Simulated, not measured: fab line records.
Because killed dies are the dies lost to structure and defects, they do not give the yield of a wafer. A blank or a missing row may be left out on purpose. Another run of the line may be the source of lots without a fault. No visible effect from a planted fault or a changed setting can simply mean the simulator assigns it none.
Matching of chambers -- flow n5 finfet -- 4 sister chambers for N5_BEOL_M13_DESCUM_15 on rie diel-05
The step chemistry O2, time 7.9 s. 8 wafers are shown with their chamber, then 7 later ones without.

## WAFERS WITH THEIR CHAMBER
wafer,chamber,drypump motor current A (A),showerhead plenum p Torr (Torr)
L079.1,2,5.1,2.21
L079.6,2,5.1,2.21
L084.4,0,6.1,2.10
L085.1,0,6.0,2.10
L085.3,3,5.2,2.13
L085.5,1,5.8,2.13
L088.1,1,5.8,2.13
L088.3,3,5.2,2.12

## WAFERS MISSING THEIR CHAMBER
wafer,drypump motor current A (A),showerhead plenum p Torr (Torr)
L088.6,5.1,2.20
L092.2,5.1,2.20
L092.4,5.9,2.13
L092.5,5.1,2.20
L096.2,6.1,2.09
L096.4,5.2,2.12
L096.6,5.2,2.12

## CHAMBER TAKEN BY EACH
wafer,from the rows above,in truth
L088.6,2,2
L092.2,2,2
L092.4,1,1
L092.5,2,2
L096.2,0,0
L096.4,3,3
L096.6,3,3
Correct placement for 7 of the 7. Can't be placed from these rows: 0. 0 placed wrongly.
How it was worked out, from the rows above alone: a wafer's distance from a chamber is the root of the sum, over the readings, of the square of ((its reading less the chamber's mean) divided by the reading's scatter). If the next closest chamber is less than 2 further off than the closest, the wafer can't be placed; otherwise it belongs to the closest. For every chamber, the mean is computed from those of its wafers that are shown. The scatter: the root of (the sum of the squares of (reading less its chamber's mean) over the shown wafers, divided by (wafers less chambers)).
